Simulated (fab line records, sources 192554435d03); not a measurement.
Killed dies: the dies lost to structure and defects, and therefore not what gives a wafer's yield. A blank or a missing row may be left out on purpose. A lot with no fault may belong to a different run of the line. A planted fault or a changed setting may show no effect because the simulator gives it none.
fab line records + flow n5Finfet
record
- lots=7
- wafers=21
route steps=1938 shown PASSIVATION@1921
startH: hours from the record's first day to the start of the lot's first wafer shown + waitH: hours elapsed since this lot's preceding step + " the same as in the row above + L1.1+2: several wafers, shown together as one row + - no value, or no start was given + * or withheld: withheld + < > ~ a bound
route shown NAME@n: a module of which the file shows steps, and the number in the route of the first + usual: mean and standard deviation over wafers with no fault + same: alike in all rows + chamber/n: place in a boat + sites: the reading at each site + _std_site: standard deviation across them + _edge_site: mean of outer sites minus mean of inner sites + radiusMm: how far each site lies from the wafer's centre + mask NAME#n: copy n + behind: tool/chamber where the wafer was last shaped + hold: cause of the lot's hold/its duration in hours/its outcome + device: names the non-switching transistor (n, p or np) + end of line: tests of these same wafers at the route's end + where a step has no rows: the recipe by itself + killed: at the first sort, the dies lost to defects and structure; wafer yield is something else + map: shows each die of a wafer: x if killed, . if not, _ if none is there
set.NAME: setting as actually run; set.NAME@STEP: the setting as run at that earlier step + model.NAME: the simulator's own value behind a step, which no gauge read
lots whose settings were changed on purpose; a table a step, a row a wafer
## steps
# step N5_PASSIVATION_EXPOSE_41
# recipe
- maskId=PASS_OPEN
- na=0.55
- defocusNm=0
- sourceShape=conventional
- sigmaOuter=0.8
- polarization=unpolarized
- targetCdNm=40000
- doseMj=57.25
| lot.wafer  | tool          | chamber | startH | waitH | mask        | set.doseMj |
|------------|---------------|---------|--------|-------|-------------|------------|
| L074.1+5   | krfScanner-01 | 0       | 276.81 | -     | PASS_OPEN#0 | 59.84      |
| L074.2     | "             | 0       | "      | "     | PASS_OPEN#0 | 57.25      |
| L079.1+5   | krfScanner-01 | 0       | 304.60 | -     | PASS_OPEN#0 | 57.25      |
| L079.2     | "             | 0       | "      | "     | PASS_OPEN#0 | 55.95      |
| L081.2+4+5 | krfScanner-01 | 0       | 326.77 | -     | PASS_OPEN#0 | 57.25      |
| L083.4+5+6 | krfScanner-02 | 0       | 354.37 | -     | PASS_OPEN#0 | 58.72      |
| L094.2+4   | krfScanner-01 | 0       | 415.57 | -     | PASS_OPEN#0 | 57.25      |
| L094.3     | "             | 0       | "      | "     | PASS_OPEN#0 | 54.3       |
| L092.1+4   | krfScanner-02 | 0       | 419.35 | -     | PASS_OPEN#0 | 54.5       |
| L092.6     | "             | 0       | "      | "     | PASS_OPEN#0 | 57.25      |
| L095.1+2+6 | krfScanner-01 | 0       | 419.59 | -     | PASS_OPEN#0 | 57.25      |
# step N5_PASSIVATION_PEB_42
# recipe
- pebTempC=withheld
- pebTimeS=*
# step N5_PASSIVATION_DEVELOP_43
# recipe
- developTimeS=60
- rinseLiquid=diw
- dry=airSpin
- devTempC=21
# step N5_PASSIVATION_HARDBAKE_45
# recipe
- tempC=130
- timeS=120
# step N5_PASSIVATION_CD_MEAS_44
# recipe
- targetCdNm=40000
- landingEnergyEv=500
- detector=seInlens
# usual
- cdNm=39999/2.5
| lot.wafer | tool     | chamber | startH | waitH | set.doseMj@PASSIVATION_EXPOSE_41 | cdNm  |
|-----------|----------|---------|--------|-------|----------------------------------|-------|
| L074.1    | cdSem-01 | 0       | 276.99 | -     | 59.84                            | 40018 |
| L074.2    | "        | 0       | "      | "     | 57.25                            | 40000 |
| L074.5    | "        | 0       | "      | "     | 59.84                            | 40018 |
| L079.1    | cdSem-02 | 0       | 304.78 | -     | 57.25                            | 39998 |
| L079.2    | "        | 0       | "      | "     | 55.95                            | 39992 |
| L079.5    | "        | 0       | "      | "     | 57.25                            | 40001 |
| L081.2    | cdSem-01 | 0       | 326.95 | -     | 57.25                            | 40000 |
| L081.4    | "        | 0       | "      | "     | 57.25                            | 39999 |
| L081.5    | "        | 0       | "      | "     | 57.25                            | 40003 |
| L083.4    | cdSem-03 | 0       | 354.53 | -     | 58.72                            | 40009 |
| L083.5    | "        | 0       | "      | "     | 58.72                            | 40008 |
| L083.6    | "        | 0       | "      | "     | 58.72                            | 40009 |
| L094.2    | cdSem-03 | 0       | 415.74 | -     | 57.25                            | 39996 |
| L094.3    | "        | 0       | "      | "     | 54.3                             | 39979 |
| L094.4    | "        | 0       | "      | "     | 57.25                            | 39995 |
| L092.1    | cdSem-02 | 0       | 419.53 | -     | 54.5                             | 39981 |
| L092.4    | "        | 0       | "      | "     | 54.5                             | 39977 |
| L092.6    | "        | 0       | "      | "     | 57.25                            | 39999 |
| L095.1    | cdSem-02 | 0       | 419.77 | -     | 57.25                            | 40002 |
| L095.2    | "        | 0       | "      | "     | 57.25                            | 40002 |
| L095.6    | "        | 0       | "      | "     | 57.25                            | 40001 |
## key
split
- step=N5_PASSIVATION_EXPOSE_41
- setting=doseMj
- stated=57.25
- by=wafer
response
- step=N5_PASSIVATION_CD_MEAS_44
- reading=cdNm
- change=+3.7
- per=1%
- r=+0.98
